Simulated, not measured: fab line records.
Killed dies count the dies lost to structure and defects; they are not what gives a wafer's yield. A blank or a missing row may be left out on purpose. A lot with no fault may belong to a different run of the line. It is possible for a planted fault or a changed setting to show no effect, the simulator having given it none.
Comparing a struck lot with a sound one || flow nand-harc || 21 out of 1302 route steps
Sound: the wafers L621.1, L621.3, L621.5. The struck wafers were L628.1, L628.3, L628.5. The cause is named last.
Per side, at each step with rows, come the tool, then ch with its chambers, and then its first start. Under that, the readings that differ: sound wafers || struck wafers || difference of the means || sigmas: that difference in standard deviations of wafers without a fault.
alike: a reading whose means differ by less than 2 such deviations, as well as words and numbers matching on both sides. not compared: withheld readings; readings where some wafer has no value; bounds like >300 that might hide an equal value; numbers whose values overlap and for which the record gives no deviation.
A row with sigmas, a row that says differs or no value, or rows on one side alone: a step with any of these is where the two part. Numbers that have no deviation but don't overlap get no sigmas and don't part them. A reading missing from all wafers of one side parts the sides only when that side holds two or more wafers.

NHARC_A_BLC_CVD_24: deposits W, target thk 150 nm, time 434 s.
  sound on cvd-w-02 ch 1; struck on cvd-w-01 ch 0,1
  alike: heater-power-w, throttle-valve-pct
NHARC_A_BLC_CMP_25: polishes, t overpolish 30 s, target thk 150 nm.
  sound on cmp-03 ch 2,3, day 25 16:40; struck on cmp-02 ch 0,1,2, day 28 14:05
  alike: motor-current-A, overpolish-run-s, time-to-endpoint-s
next, for these wafers, 1 step has no rows: NHARC_A_BLC_SRD_27.
NHARC_A_BLC_INSPECT_28:
  sound on defect-inspect-02 at day 25 17:04; struck on defect-inspect-02 at day 28 14:29
  alike: raw-defect-count
then, 7 steps without rows for these wafers: NHARC_A_M0_DEP_00 (deposits SiOC, target thk 150 nm); NHARC_A_M0_DEHYDRATE_01 (time 120 s); NHARC_A_M0_HMDS_02 (time 30 s); NHARC_A_M0_COAT_33 (time 65 s); NHARC_A_M0_COAT_03 (resist thk 90 nm); NHARC_A_M0_SOFTBAKE_04 (time 55 s); NHARC_A_M0_EBR_05.
NHARC_A_M0_EXPOSE_06: exposes mask A M0, target cd 80 nm.
  sound on arfi-scanner-02 ch 0, day 25 17:50; struck on arfi-scanner-01 ch 0, day 28 15:14
{"reading": "exposure-dose-mJ-cm2", "sound": "83.25 83.35 83.24", "struck": "58.47 58.60 58.61", "difference": -24.72, "sigmas": "-99 or more"}
  alike: mask
then, 2 steps without rows for these wafers: NHARC_A_M0_PEB_07 (peb time 65 s); NHARC_A_M0_DEVELOP_08 (develop time 35 s).
NHARC_A_M0_CD_MEAS_09: target cd 80 nm.
  sound on cd-sem-03 ch 0, day 25 17:59; struck on cd-sem-01 ch 0, day 28 15:23
{"reading": "cd-nm (nm)", "sound": "80.5 80.2 80.4", "struck": "56.3 56.3 56.0", "difference": -24.2, "sigmas": -41}
NHARC_A_M0_OVL_MEAS_10: pitch 160 nm.
  sound on overlay-01 at day 25 18:05; struck on overlay-01 at day 28 15:28
{"reading": "overlay-x-nm (nm)", "sound": "1.5 1.9 1.7", "struck": "-1.0 -1.4 -1.1", "difference": -2.9, "sigmas": -4}
  alike: overlay-y-nm
NHARC_A_M0_INSPECT_11:
  sound on defect-inspect-02 at day 25 18:07; struck on defect-inspect-01 at day 28 15:31
{"reading": "raw-defect-count", "sound": "157 182 177", "struck": "78 90 117", "difference": -77, "sigmas": -2}
NHARC_A_M0_DESCUM_14: chemistry O2, time 3 s.
  sound on rie-diel-11 ch 2,3, day 25 18:11; struck on rie-diel-02 ch 1,3, day 28 15:34
{"reading": "oes-product-au (a.u.)", "sound": "1.005 0.998 1.001", "struck": "0.987 0.985 0.988", "difference": -0.015, "sigmas": -2}
{"reading": "model.A_M0.cd-nm (nm)", "sound": "81.16 81.23 80.87", "struck": "56.19 56.34 56.54", "difference": -24.73, "sigmas": ""}
  alike: drypump-motor-current-A, rf-vpp-V, showerhead-plenum-p-Torr, throttle-valve-pct
  not compared: rf-hours-counter-h
NHARC_A_M0_ETCH_34: etches the open film in N2/H2, target depth 40 nm, overetch 12 nm, time 43.94 s.
  sound on rie-diel-11 ch 0,2,3, day 25 18:16; struck on rie-diel-02 ch 0,2,3, day 28 15:42
  alike: drypump-motor-current-A, oes-product-au, rf-vpp-V, showerhead-plenum-p-Torr, throttle-valve-pct
  not compared: rf-hours-counter-h
NHARC_A_M0_ETCH_15: etches the open film in C4F8/Ar, target depth 150 nm, overetch 15 nm, time 82.5 s.
  sound on rie-diel-11 ch 1,2,3; struck on rie-diel-02 ch 1,3
{"reading": "model.A_M0.cd-nm (nm)", "sound": "80.81 80.97 80.82", "struck": "56.58 56.36 56.35", "difference": -24.44, "sigmas": ""}
  alike: oes-product-au, rf-vpp-V
  not compared: rf-hours-counter-h
NHARC_A_M0_CD_MEAS_16:
  sound on cd-sem-02 at day 25 18:29; struck on cd-sem-03 at day 28 15:55
{"reading": "cd-nm (nm)", "sound": "80.7 81.1 81.0", "struck": "56.7 56.2 56.5", "difference": -24.5, "sigmas": -40}

== WHERE THEY PART ==
First at NHARC_A_M0_EXPOSE_06; last, within this record, at NHARC_A_M0_CD_MEAS_16.

WHY: what the simulator had put in
Drift in process parameters on arfi-scanner-01 at NHARC_A_M0_EXPOSE_06, starting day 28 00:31. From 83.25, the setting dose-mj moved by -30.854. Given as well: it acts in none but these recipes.
